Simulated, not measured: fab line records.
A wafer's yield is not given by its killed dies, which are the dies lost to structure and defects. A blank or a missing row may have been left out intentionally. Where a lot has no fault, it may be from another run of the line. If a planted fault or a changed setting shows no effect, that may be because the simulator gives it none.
fab line records	flow nand-harc
record: lots: 24	wafers: 72	last-day: 35
route steps=1302 shown A_M0@1167 A_M1@1181 A_BONDPAD@1204
lots untouched by any fault: they come from a run of this same line in which no faults occurred
start-h: hours from the record's opening day to when the first of the lot's shown wafers began	wait-h: hours elapsed since this lot's preceding step	" unchanged from the row above	L1.1+2: a row that stands for several wafers	- no value present, or no start provided	* or withheld: withheld	< > ~ a bound
route shown NAME@n: a module of which the file shows steps, and the number in the route of the first	usual: average and standard deviation across the fault-free wafers	same: alike in all rows	chamber/n: place in a boat	sites: readings site by site	_std_site: standard deviation across them	_edge_site: mean of outer sites minus mean of inner sites	radius-mm: how far each site lies from the wafer's centre	mask NAME#n: copy n	behind: the most recent tool/chamber to have shaped the wafer	hold: why the lot was held/for how many hours/how that ended	device: the transistor (n, p or np) that didn't switch	end of line: tests of these same wafers at the route's end	a step given without rows: its recipe and nothing more	killed: at the first sort, the dies lost to defects and structure; wafer yield is something else	map: per-die view of a wafer (x killed, . not killed, _ where there is no die)
set.NAME: the run value of the setting; set.NAME@STEP: its run value at that earlier step	model.NAME: the simulator's own value behind a step, which no gauge read
the route's steps for a sample of lots (tables are steps, rows are wafers)
services: the hour from which a tool's chamber was out of use, counted from the record's first day as start-h (under 0 if before that day), plus the number of hours and why
== steps ==
step: NHARC_A_M0_PRE_CLEAN_31
recipe: time-s: 12	temp-c: 370	rf-power-w: 300	gas: NH3
usual: heater-power-w: 692/98
lot.wafer	tool	chamber	start-h	wait-h	heater-power-w	since-wet-clean-h
L074.3	pecvd-02	1	530.06	0.1	649	109
L074.2	"	0	"	"	819	109
L074.6	"	2	"	"	717	-
L075.1	pecvd-04	0	541.31	0.2	663	78
L075.4	"	2	"	"	771	-
L075.5	"	1	"	"	658	-
L079.1	pecvd-02	1	547.68	0.1	580	127
L079.2	"	2	"	"	708	127
L079.4	"	1	"	"	564	-
L077.3	pecvd-01	1	550.24	0.1	572	45
L077.4	"	0	"	"	842	-
L077.6	"	1	"	"	592	-
L076.3	pecvd-01	0	555.32	0.1	831	50
L076.1	"	2	"	"	548	50
L076.4	"	1	"	"	696	-
L078.1	pecvd-02	2	555.80	0.1	604	135
L078.6	"	0	"	"	847	-
L078.4	"	1	"	"	647	-
L080.5	pecvd-02	2	570.25	0.1	641	-
L080.6	"	0	"	"	816	-
L080.4	"	1	"	"	555	-
L082.1	pecvd-02	1	583.54	0.1	659	162
L082.2	"	0	"	"	766	162
L082.4	"	2	"	"	617	-
L081.2	pecvd-04	0	600.15	0.1	757	136
L081.5	"	2	"	"	742	-
L081.6	"	1	"	"	626	-
L083.3	pecvd-04	0	616.49	0.1	668	153
L083.2	"	1	"	"	718	153
L083.4	"	2	"	"	683	-
L084.1	pecvd-01	2	620.12	0.1	556	115
L084.3	"	0	"	"	839	115
L084.5	"	1	"	"	648	-
L086.3	pecvd-02	2	628.91	0.1	712	27
L086.5	"	0	"	"	792	-
L086.4	"	1	"	"	569	-
L085.3	pecvd-02	1	630.52	0.1	632	28
L085.2	"	0	"	"	838	28
L085.6	"	0	"	"	821	-
L087.2	pecvd-01	1	653.74	0.1	664	148
L087.5	"	1	"	"	662	-
L087.4	"	0	"	"	854	-
L088.1	pecvd-04	0	665.78	0.2	783	21
L088.4	"	1	"	"	584	-
L088.5	"	0	"	"	750	-
L089.2	pecvd-02	0	666.57	0.1	847	64
L089.1	"	1	"	"	644	64
L089.3	"	2	"	"	617	64
L090.1	pecvd-04	2	685.44	0.1	761	41
L090.5	"	2	"	"	765	-
L090.6	"	0	"	"	833	-
L091.3	pecvd-01	1	698.65	0.1	596	12
L091.6	"	0	"	"	757	-
L091.4	"	1	"	"	576	-
L092.3	pecvd-01	0	708.10	0.1	827	22
L092.1	"	2	"	"	510	22
L092.6	"	1	"	"	680	-
L094.4	pecvd-01	0	714.23	0.1	823	-
L094.5	"	1	"	"	618	-
L094.6	"	2	"	"	583	-
L093.3	pecvd-02	1	715.89	0.1	676	114
L093.6	"	0	"	"	826	-
L093.5	"	1	"	"	724	-
L096.2	pecvd-01	1	739.03	0.1	612	53
L096.1	"	2	"	"	500	53
L096.3	"	0	"	"	872	53
L095.2	pecvd-04	0	766.37	0.1	762	122
L095.1	"	2	"	"	720	122
L095.5	"	1	"	"	589	-
L097.2	pecvd-04	1	779.56	0.1	578	135
L097.3	"	2	"	"	716	135
L097.5	"	0	"	"	704	-
step: NHARC_A_M1_INSPECT_11
usual: raw-defect-count: 87/38
lot.wafer	tool	chamber	start-h	wait-h	raw-defect-count
L074.2	defect-inspect-02	-	531.52	0.0	87
L074.3	"	-	"	"	67
L074.6	"	-	"	"	65
L075.1	defect-inspect-02	-	542.63	0.0	121
L075.4	"	-	"	"	126
L075.5	"	-	"	"	114
L079.1	defect-inspect-01	-	548.99	0.0	146
L079.2	"	-	"	"	125
L079.4	"	-	"	"	147
L077.3	defect-inspect-02	-	551.69	0.0	20
L077.4	"	-	"	"	18
L077.6	"	-	"	"	14
L076.1	defect-inspect-02	-	556.79	0.0	158
L076.3	"	-	"	"	148
L076.4	"	-	"	"	163
L078.1	defect-inspect-01	-	557.22	0.0	21
L078.4	"	-	"	"	29
L078.6	"	-	"	"	20
L080.4	defect-inspect-02	-	571.66	0.0	115
L080.5	"	-	"	"	127
L080.6	"	-	"	"	109
L082.1	defect-inspect-01	-	584.99	0.0	128
L082.2	"	-	"	"	120
L082.4	"	-	"	"	127
L081.2	defect-inspect-02	-	601.58	0.0	87
L081.5	"	-	"	"	83
L081.6	"	-	"	"	88
L083.2	defect-inspect-01	-	617.94	0.0	80
L083.3	"	-	"	"	83
L083.4	"	-	"	"	70
L084.1	defect-inspect-02	-	621.56	0.0	79
L084.3	"	-	"	"	103
L084.5	"	-	"	"	87
L086.3	defect-inspect-02	-	630.32	0.0	26
L086.4	"	-	"	"	18
L086.5	"	-	"	"	28
L085.2	defect-inspect-02	-	631.97	0.0	95
L085.3	"	-	"	"	93
L085.6	"	-	"	"	90
L087.2	defect-inspect-01	-	655.31	0.0	62
L087.4	"	-	"	"	70
L087.5	"	-	"	"	78
L088.1	defect-inspect-01	-	667.18	0.0	142
L088.4	"	-	"	"	141
L088.5	"	-	"	"	141
L089.1	defect-inspect-01	-	668.02	0.0	69
L089.2	"	-	"	"	69
L089.3	"	-	"	"	75
L090.1	defect-inspect-01	-	686.89	0.0	145
L090.5	"	-	"	"	141
L090.6	"	-	"	"	135
L091.3	defect-inspect-02	-	700.09	0.0	88
L091.4	"	-	"	"	89
L091.6	"	-	"	"	84
L092.1	defect-inspect-02	-	709.43	0.0	59
L092.3	"	-	"	"	60
L092.6	"	-	"	"	58
L094.4	defect-inspect-01	-	715.53	0.0	83
L094.5	"	-	"	"	72
L094.6	"	-	"	"	59
L093.3	defect-inspect-02	-	717.44	0.0	69
L093.5	"	-	"	"	69
L093.6	"	-	"	"	74
L096.1	defect-inspect-02	-	740.49	0.0	64
L096.2	"	-	"	"	85
L096.3	"	-	"	"	78
L095.1	defect-inspect-02	-	767.83	0.0	88
L095.2	"	-	"	"	87
L095.5	"	-	"	"	80
L097.2	defect-inspect-01	-	780.98	0.0	91
L097.3	"	-	"	"	94
L097.5	"	-	"	"	106
step: NHARC_A_M1_ETCH_15
recipe: target-depth-a: 1825	time-s: 91.2	c4f8-flow-sccm: withheld	ar-flow-sccm: 400	rf-w: 600	bias-w: 300	chemistry: C4F8/Ar
usual: bias-w: 300.1/0.93	oes-product-au: 0.951/0.024	rf-vpp-V: 440.3/2.8
lot.wafer	tool	chamber	start-h	wait-h	bias-w	oes-product-au	rf-hours-counter-h	rf-vpp-V
L074.2	rie-diel-11	2	-	-	299.6	0.922	3.0	438.2
L074.3	"	3	"	"	300.6	0.913	3.0	437.8
L074.6	"	1	"	"	299.1	0.908	-	443.7
L075.1	rie-diel-11	1	-	-	300.4	0.968	4.1	442.9
L075.4	"	2	"	"	301.2	0.981	3.5	437.4
L075.5	"	2	"	"	301.5	0.975	-	436.4
L079.2	rie-diel-06	3	-	-	298.9	0.919	1.2	441.3
L079.1	"	1	"	"	300.0	0.912	1.3	439.0
L079.4	"	2	"	"	300.1	0.910	1.1	439.6
L077.3	rie-diel-06	3	-	-	300.0	0.971	1.3	440.3
L077.4	"	1	"	"	299.6	0.950	1.3	438.9
L077.6	"	3	"	"	299.5	0.970	-	438.4
L076.4	rie-diel-06	1	-	-	300.7	0.970	1.4	440.3
L076.1	"	2	"	"	298.4	0.974	1.3	439.6
L076.3	"	3	"	"	301.3	0.972	1.5	439.0
L078.1	rie-diel-06	0	-	-	299.1	0.967	1.3	445.4
L078.4	"	1	"	"	301.2	0.922	1.5	437.5
L078.6	"	1	"	"	300.3	0.914	-	439.7
L080.4	rie-diel-11	3	-	-	300.1	0.935	4.6	438.7
L080.6	"	0	"	"	299.9	0.931	-	438.9
L080.5	"	1	"	"	299.4	0.933	-	446.3
L082.4	rie-diel-06	0	-	-	299.6	0.970	2.0	446.1
L082.2	"	2	"	"	301.5	0.974	2.3	440.2
L082.1	"	3	"	"	298.8	0.966	2.3	439.7
L081.2	rie-diel-06	2	-	-	300.9	0.981	2.7	439.9
L081.5	"	0	"	"	300.5	0.964	-	446.2
L081.6	"	1	"	"	300.7	0.960	-	438.0
L083.3	rie-diel-06	3	-	-	300.2	0.925	3.0	439.1
L083.2	"	1	"	"	301.9	0.922	3.2	440.4
L083.4	"	2	"	"	299.6	0.940	2.9	440.4
L084.3	rie-diel-13	2	-	-	299.4	0.918	6.5	440.3
L084.1	"	3	"	"	300.5	0.932	7.4	441.2
L084.5	"	2	"	"	300.6	0.916	-	441.9
L086.4	rie-diel-06	0	-	-	300.1	0.979	3.3	443.1
L086.3	"	2	"	"	298.6	0.982	3.5	439.5
L086.5	"	1	"	"	299.6	0.958	-	439.5
L085.3	rie-diel-11	1	-	-	300.8	0.980	1.7	444.0
L085.2	"	3	"	"	301.1	0.958	2.0	438.6
L085.6	"	0	"	"	300.5	0.987	-	439.0
L087.4	rie-diel-06	0	-	-	299.7	0.962	4.3	444.2
L087.2	"	1	"	"	301.8	0.973	4.7	440.2
L087.5	"	0	"	"	300.6	0.980	-	445.8
L088.1	rie-diel-13	1	-	-	300.0	0.969	8.2	437.2
L088.4	"	3	"	"	300.1	0.988	9.3	440.4
L088.5	"	2	"	"	298.6	0.966	-	440.9
L089.2	rie-diel-13	1	-	-	300.0	0.925	8.3	436.7
L089.3	"	3	"	"	300.9	0.931	9.4	440.1
L089.1	"	0	"	"	299.9	0.926	8.7	438.7
L090.1	rie-diel-11	2	-	-	301.1	0.929	3.6	438.6
L090.5	"	1	"	"	300.8	0.908	-	444.4
L090.6	"	2	"	"	298.5	0.919	-	439.9
L091.3	rie-diel-11	2	-	-	300.6	0.928	4.4	437.0
L091.6	"	1	"	"	300.4	0.930	-	443.2
L091.4	"	3	"	"	299.8	0.931	-	437.6
L092.3	rie-diel-11	2	-	-	300.2	0.919	4.8	437.7
L092.1	"	3	"	"	300.4	0.931	5.1	438.1
L092.6	"	0	"	"	300.8	0.932	-	438.1
L094.4	rie-diel-11	0	-	-	299.6	0.978	4.7	438.5
L094.5	"	3	"	"	298.8	0.979	-	439.8
L094.6	"	0	"	"	300.5	0.976	-	437.4
L093.3	rie-diel-13	3	-	-	301.6	0.954	1.0	440.5
L093.5	"	0	"	"	300.2	0.969	-	438.8
L093.6	"	1	"	"	299.3	0.985	-	436.9
L096.2	rie-diel-13	2	-	-	299.0	0.968	2.7	441.3
L096.1	"	3	"	"	300.1	0.979	2.4	442.4
L096.3	"	1	"	"	299.9	0.974	2.4	438.4
L095.1	rie-diel-13	0	-	-	300.2	0.968	3.7	437.8
L095.2	"	3	"	"	301.0	0.980	3.8	440.4
L095.5	"	1	"	"	298.4	0.971	-	437.4
L097.2	rie-diel-13	2	-	-	300.0	0.948	4.5	440.7
L097.3	"	0	"	"	300.5	0.965	4.9	437.7
L097.5	"	2	"	"	299.3	0.946	-	441.6
step: NHARC_A_M1_PRE_CLEAN_30
recipe: time-s: 30	temp-c: 280	gas: H2/He
usual: heater-power-w: 399/38
lot.wafer	tool	chamber	start-h	wait-h	heater-power-w
L074.3	pvd-sputter-01	-	-	-	391
L074.2	"	-	"	"	394
L074.6	"	-	"	"	427
L075.1	pvd-sputter-02	-	-	-	430
L075.4	"	-	"	"	458
L075.5	"	-	"	"	338
L079.4	pvd-sputter-02	-	-	-	412
L079.1	"	-	"	"	468
L079.2	"	-	"	"	335
L077.4	pvd-sputter-01	-	-	-	399
L077.3	"	-	"	"	398
L077.6	"	-	"	"	393
L076.1	pvd-sputter-02	-	-	-	338
L076.4	"	-	"	"	421
L076.3	"	-	"	"	465
L078.4	pvd-sputter-03	-	-	-	375
L078.1	"	-	"	"	450
L078.6	"	-	"	"	374
L080.4	pvd-sputter-03	-	-	-	435
L080.5	"	-	"	"	427
L080.6	"	-	"	"	377
L082.2	pvd-sputter-03	-	-	-	439
L082.4	"	-	"	"	376
L082.1	"	-	"	"	357
L081.2	pvd-sputter-03	-	-	-	370
L081.5	"	-	"	"	364
L081.6	"	-	"	"	368
L083.2	pvd-sputter-01	-	-	-	449
L083.4	"	-	"	"	411
L083.3	"	-	"	"	383
L084.1	pvd-sputter-02	-	-	-	466
L084.3	"	-	"	"	330
L084.5	"	-	"	"	421
L086.3	pvd-sputter-01	-	-	-	369
L086.4	"	-	"	"	411
L086.5	"	-	"	"	452
L085.2	pvd-sputter-01	-	-	-	376
L085.3	"	-	"	"	414
L085.6	"	-	"	"	378
L087.2	pvd-sputter-01	-	-	-	409
L087.4	"	-	"	"	445
L087.5	"	-	"	"	379
L088.1	pvd-sputter-02	-	-	-	387
L088.4	"	-	"	"	431
L088.5	"	-	"	"	387
L089.1	pvd-sputter-01	-	-	-	443
L089.3	"	-	"	"	370
L089.2	"	-	"	"	409
L090.1	pvd-sputter-01	-	-	-	416
L090.6	"	-	"	"	377
L090.5	"	-	"	"	442
L091.4	pvd-sputter-02	-	-	-	395
L091.3	"	-	"	"	462
L091.6	"	-	"	"	381
L092.1	pvd-sputter-02	-	-	-	456
L092.3	"	-	"	"	430
L092.6	"	-	"	"	398
L094.4	pvd-sputter-03	-	-	-	353
L094.5	"	-	"	"	358
L094.6	"	-	"	"	427
L093.3	pvd-sputter-02	-	-	-	454
L093.5	"	-	"	"	454
L093.6	"	-	"	"	426
L096.2	pvd-sputter-01	-	-	-	371
L096.1	"	-	"	"	447
L096.3	"	-	"	"	377
L095.1	pvd-sputter-03	-	-	-	374
L095.2	"	-	"	"	422
L095.5	"	-	"	"	373
L097.2	pvd-sputter-02	-	-	-	332
L097.3	"	-	"	"	455
L097.5	"	-	"	"	425
step: NHARC_A_M1_INSPECT_27
usual: raw-defect-count: 519/110
lot.wafer	tool	chamber	start-h	wait-h	raw-defect-count
L074.2	defect-inspect-02	-	534.16	0.0	484
L074.3	"	-	"	"	569
L074.6	"	-	"	"	609
L075.1	defect-inspect-02	-	545.27	0.0	451
L075.4	"	-	"	"	483
L075.5	"	-	"	"	597
L079.1	defect-inspect-02	-	551.62	0.0	555
L079.2	"	-	"	"	664
L079.4	"	-	"	"	554
L077.3	defect-inspect-02	-	554.32	0.0	441
L077.4	"	-	"	"	620
L077.6	"	-	"	"	421
L076.1	defect-inspect-02	-	559.44	0.0	510
L076.3	"	-	"	"	700
L076.4	"	-	"	"	548
L078.1	defect-inspect-01	-	559.86	0.0	301
L078.4	"	-	"	"	359
L078.6	"	-	"	"	413
L080.4	defect-inspect-02	-	574.30	0.0	504
L080.5	"	-	"	"	392
L080.6	"	-	"	"	332
L082.1	defect-inspect-02	-	587.64	0.0	618
L082.2	"	-	"	"	588
L082.4	"	-	"	"	547
L081.2	defect-inspect-02	-	604.24	0.0	503
L081.5	"	-	"	"	437
L081.6	"	-	"	"	363
L083.2	defect-inspect-01	-	620.57	0.0	472
L083.3	"	-	"	"	494
L083.4	"	-	"	"	487
L084.1	defect-inspect-02	-	624.53	0.0	638
L084.3	"	-	"	"	598
L084.5	"	-	"	"	429
L086.3	defect-inspect-02	-	633.02	0.0	386
L086.4	"	-	"	"	509
L086.5	"	-	"	"	419
L085.2	defect-inspect-02	-	634.61	0.0	391
L085.3	"	-	"	"	405
L085.6	"	-	"	"	508
L087.2	defect-inspect-01	-	657.96	0.0	560
L087.4	"	-	"	"	733
L087.5	"	-	"	"	712
L088.1	defect-inspect-01	-	670.10	0.0	565
L088.4	"	-	"	"	622
L088.5	"	-	"	"	580
L089.1	defect-inspect-02	-	671.04	0.0	427
L089.2	"	-	"	"	512
L089.3	"	-	"	"	523
L090.1	defect-inspect-01	-	689.54	0.0	435
L090.5	"	-	"	"	460
L090.6	"	-	"	"	608
L091.3	defect-inspect-01	-	702.80	0.0	607
L091.4	"	-	"	"	605
L091.6	"	-	"	"	697
L092.1	defect-inspect-02	-	712.05	0.0	402
L092.3	"	-	"	"	484
L092.6	"	-	"	"	394
L094.4	defect-inspect-01	-	718.20	0.0	520
L094.5	"	-	"	"	629
L094.6	"	-	"	"	563
L093.3	defect-inspect-01	-	720.08	0.0	527
L093.5	"	-	"	"	384
L093.6	"	-	"	"	447
L096.1	defect-inspect-01	-	743.13	0.0	502
L096.2	"	-	"	"	630
L096.3	"	-	"	"	546
L095.1	defect-inspect-02	-	770.47	0.0	492
L095.2	"	-	"	"	464
L095.5	"	-	"	"	515
L097.2	defect-inspect-01	-	783.61	0.0	492
L097.3	"	-	"	"	473
L097.5	"	-	"	"	478
step: NHARC_A_BONDPAD_THK_MEAS_30
recipe: thk-meas-gauge: ellipsometry
usual: thk-nm: 200.0/1.2
lot.wafer	tool	chamber	start-h	wait-h	thk-nm
L074.2	film-metro-01	-	535.52	0.2	199.7
L074.3	"	-	"	"	200.7
L074.6	"	-	"	"	200.3
L075.1	film-metro-02	-	546.62	0.2	199.2
L075.4	"	-	"	"	198.9
L075.5	"	-	"	"	200.1
L079.1	film-metro-02	-	552.98	0.2	202.1
L079.2	"	-	"	"	202.3
L079.4	"	-	"	"	201.0
L077.3	film-metro-01	-	555.69	0.2	201.4
L077.4	"	-	"	"	199.1
L077.6	"	-	"	"	199.8
L076.1	film-metro-01	-	560.92	0.2	198.3
L076.3	"	-	"	"	200.2
L076.4	"	-	"	"	200.1
L078.1	film-metro-01	-	561.22	0.2	200.4
L078.4	"	-	"	"	199.7
L078.6	"	-	"	"	200.9
L080.4	film-metro-02	-	575.65	0.2	197.5
L080.5	"	-	"	"	199.8
L080.6	"	-	"	"	198.0
L082.1	film-metro-01	-	589.01	0.1	199.1
L082.2	"	-	"	"	197.4
L082.4	"	-	"	"	201.6
L081.2	film-metro-01	-	605.59	0.2	200.1
L081.5	"	-	"	"	201.1
L081.6	"	-	"	"	199.4
L083.2	film-metro-01	-	622.06	0.2	200.7
L083.3	"	-	"	"	200.6
L083.4	"	-	"	"	201.0
L084.1	film-metro-02	-	625.90	0.2	200.2
L084.3	"	-	"	"	198.9
L084.5	"	-	"	"	199.3
L086.3	film-metro-02	-	634.69	0.2	200.0
L086.4	"	-	"	"	199.9
L086.5	"	-	"	"	199.9
L085.2	film-metro-01	-	636.13	0.2	200.4
L085.3	"	-	"	"	200.8
L085.6	"	-	"	"	199.4
L087.2	film-metro-01	-	659.46	0.2	200.6
L087.4	"	-	"	"	199.6
L087.5	"	-	"	"	200.2
L088.1	film-metro-02	-	671.46	0.2	199.5
L088.4	"	-	"	"	198.4
L088.5	"	-	"	"	201.3
L089.1	film-metro-01	-	672.40	0.2	200.4
L089.2	"	-	"	"	200.3
L089.3	"	-	"	"	202.3
L090.1	film-metro-01	-	690.89	0.2	198.4
L090.5	"	-	"	"	198.7
L090.6	"	-	"	"	199.8
L091.3	film-metro-01	-	704.15	0.2	200.9
L091.4	"	-	"	"	201.5
L091.6	"	-	"	"	201.1
L092.1	film-metro-02	-	713.42	0.2	200.3
L092.3	"	-	"	"	202.1
L092.6	"	-	"	"	201.8
L094.4	film-metro-01	-	719.56	0.2	200.3
L094.5	"	-	"	"	200.5
L094.6	"	-	"	"	200.4
L093.3	film-metro-01	-	721.43	0.2	200.5
L093.5	"	-	"	"	199.9
L093.6	"	-	"	"	201.8
L096.1	film-metro-02	-	744.49	0.2	200.8
L096.2	"	-	"	"	200.3
L096.3	"	-	"	"	199.6
L095.1	film-metro-01	-	771.86	0.2	201.3
L095.2	"	-	"	"	200.3
L095.5	"	-	"	"	202.6
L097.2	film-metro-01	-	784.98	0.2	199.4
L097.3	"	-	"	"	198.8
L097.5	"	-	"	"	201.2
== services ==
tool	chamber	start-h	hours	kind
rie-diel-11	2	511.13	1.7	repair
rie-diel-13	-	519.00	9.0	pm
pecvd-01	-	522.38	0.6	repair
pvd-sputter-02	-	544.66	4.3	repair
rie-diel-06	-	574.07	0.5	repair
rie-diel-06	2	578.23	2.0	repair
pvd-sputter-01	-	582.04	10.0	pm
pecvd-02	-	589.14	13.0	pm
rie-diel-11	-	609.50	9.0	pm
pecvd-01	1	620.90	18.4	repair
pvd-sputter-02	-	638.06	10.0	pm
pvd-sputter-01	-	638.48	5.0	repair
rie-diel-06	2	659.95	6.4	repair
rie-diel-06	-	661.20	9.0	pm
pvd-sputter-01	-	672.18	4.0	repair
pecvd-01	-	673.25	13.0	pm
rie-diel-11	0	698.35	4.5	repair
pvd-sputter-02	-	713.26	3.9	repair
pecvd-02	1	716.19	2.3	repair
rie-diel-11	-	754.80	4.2	repair
pvd-sputter-01	-	760.04	10.0	pm
pecvd-02	-	770.14	13.0	pm
rie-diel-11	2	774.26	6.0	repair
rie-diel-06	2	781.39	6.8	repair
== key ==
fault none
